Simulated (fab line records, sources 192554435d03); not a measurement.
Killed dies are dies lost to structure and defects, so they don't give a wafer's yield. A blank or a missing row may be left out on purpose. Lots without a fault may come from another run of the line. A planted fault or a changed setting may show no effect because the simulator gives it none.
A struck lot beside a sound one | flow n5_finfet | 39 steps out of a route of 1938
Sound: wafers L505.2, L505.5, L505.6. Struck: wafers L502.1, L502.2, L502.5. The cause comes at the end.
At each step with rows: each side's tool, then ch and its chambers, then its first start. Under that, the readings that differ: sound wafers | struck wafers | difference of the means | sigmas: that difference in standard deviations of wafers without a fault.
alike: readings whose means differ by less than 2 such deviations, and words and numbers that are the same on both sides. not compared: withheld readings, readings that some wafer has no value for, bounds like >300 that may hide the same value, and numbers for which the record gives no deviation and whose values overlap.
The two part at a step that has a row with sigmas, a row that says differs or no value, or rows on one side only. Numbers that don't overlap but have no deviation are shown without sigmas and don't part them. A reading that every wafer of one side lacks parts them only if that side has two wafers or more.

first, 11 steps without rows for these wafers: N5_MOL_CONTACT_COAG_STRIP_96 (strips in N2/H2); N5_MOL_CONTACT_COAG_ETCH_47 (etches SiNx in CH3F/O2, stops on W, target depth 27 nm); N5_MOL_CONTACT_COAG_STRIP_119 (strips in N2/H2, time 30 s); N5_MOL_CONTACT_COAG_PRECLEAN_144 (cleans in alkaline clean, time 60 s); N5_MOL_CONTACT_COAG_SRD_145 (time 30 s); N5_MOL_CONTACT_COAG_COAT_62 (time 60 s, resist thk 60 nm); N5_MOL_CONTACT_COAG_COAT_63 (time 60 s, resist thk 10 nm); N5_MOL_CONTACT_COAG_COAT_64 (time 60 s, resist thk 10 nm); N5_MOL_CONTACT_COAG_COAT_34 (resist thk 40 nm); N5_MOL_CONTACT_COAG_EBR_36; N5_MOL_CONTACT_COAG_SOFTBAKE_35 (time 60 s).
N5_MOL_CONTACT_COAG_EXPOSE_37: exposes mask VD, defocus 0 nm.
  sound on euv_scanner-02 ch 0, day 9 00:04; struck on euv_scanner-01 ch 0, day 8 06:02
  reading                                  | sound       | struck | difference | sigmas
  model.MOL_CONTACT_COAG.overlay_x_nm (nm) | 0.2 0.2 0.2 | 9 9 9  | +9         |
  alike: mask, exposure_dose_mJ_cm2, focus_offset_nm
then, 2 steps without rows for these wafers: N5_MOL_CONTACT_COAG_PEB_38 (peb time 60 s); N5_MOL_CONTACT_COAG_DEVELOP_39 (develop time 30 s).
N5_MOL_CONTACT_COAG_OVL_MEAS_41:
  sound on overlay-01 ch 0, day 9 00:14; struck on overlay-01 ch 0, day 8 06:13
  reading     | sound          | struck      | difference | sigmas
  VD_OVL (nm) | -0.2 -0.1 -0.8 | 9.1 9.2 9.5 | +9.6       | +15
then, 22 steps without rows for these wafers: N5_MOL_CONTACT_COAG_DESCUM_45 (chemistry O2, time 7 s); N5_MOL_CONTACT_COAG_ETCH_65 (etches underlayer in N2/H2, target depth 13 nm, time 10.4 s); N5_MOL_CONTACT_COAG_ETCH_66 (etches SiARC in CF4, target depth 13 nm, time 21.7 s); N5_MOL_CONTACT_COAG_ALD_133 (deposits SiO2, target thk 5 nm, pulse time 1 s, co reactant pulse time 1 s); N5_MOL_CONTACT_COAG_ETCHBACK_134 (etches SiO2 in CHF3, target depth 10 nm, time 6.7 s); N5_MOL_CONTACT_COAG_ETCH_67 (etches SOC in N2/H2, target depth 60 nm, overetch 21 nm, time 101.2 s); N5_MOL_CONTACT_COAG_STRIP_68 (strips in N2/H2); N5_MOL_CONTACT_COAG_STRIP_69 (strips in N2/H2); N5_MOL_CONTACT_COAG_ETCHBACK_136 (etches SiO2 in CHF3, target depth 25 nm, time 16.7 s); N5_MOL_CONTACT_COAG_STRIP_120 (strips in CHF3); N5_MOL_CONTACT_COAG_VIA_ETCH_117 (etches SiO2 in C4F6/O2, target depth 40 nm, overetch 8 nm, time 26 s); N5_MOL_CONTACT_COAG_ETCH_124 (etches SiNx in CH3F/O2, stops on SiOC, target depth 6.5 nm); N5_MOL_CONTACT_COAG_ETCH_48 (etches SiOC in C4F6/O2, target depth 15 nm, overetch 4.5 nm, time 17 s); N5_MOL_CONTACT_COAG_STRIP_72 (strips in N2/H2); N5_MOL_CONTACT_COAG_STRIP_49 (strips in N2/H2, time 30 s); N5_MOL_CONTACT_COAG_PRECLEAN_138 (cleans in alkaline clean, time 60 s); N5_MOL_CONTACT_COAG_SRD_139 (time 30 s); N5_MOL_CONTACT_COAG_PRE_CLEAN_121; N5_MOL_CONTACT_COAG_CVD_140 (deposits W, target thk 66.5 nm, time 215 s); N5_MOL_CONTACT_COAG_PRECLEAN_127 (cleans in DIW, time 57.5 s); N5_MOL_CONTACT_COAG_SRD_128 (dry time 32 s); N5_MOL_CONTACT_COAG_CMP_52 (polishes, stops on SiO2, t overpolish 1.5 s, target thk 66.5 nm).
-- the record jumps here: 3 days lie between the struck wafers' starts before and after (it left off in module MOL_CONTACT_COAG and takes up again in module BEOL_M4, whose first step shown is number 1111 of the route) --
N5_BEOL_M4_RC_MEAS_101:
  sound on prober-02 ch 0, day 11 08:40; struck on prober-02 ch 0, day 11 00:19
  alike: DIBL_N, DIBL_P, IOFF_N, IOFF_P, ION_N, ION_P, SS_N, SS_P, VT_N, VT_P
-- the record jumps here: 5 days lie between the struck wafers' starts before and after (it left off in module BEOL_M4 and takes up again in module PASSIVATION, whose first step shown is number 1936 of the route) --
N5_PASSIVATION_PROBE_49:
  the record has rows for the struck wafers here (prober-02, day 15 20:30) and none for the sound ones

WHERE THEY PART
First at N5_MOL_CONTACT_COAG_OVL_MEAS_41; last, within this record, at N5_PASSIVATION_PROBE_49.

WHY: what the simulator had put in
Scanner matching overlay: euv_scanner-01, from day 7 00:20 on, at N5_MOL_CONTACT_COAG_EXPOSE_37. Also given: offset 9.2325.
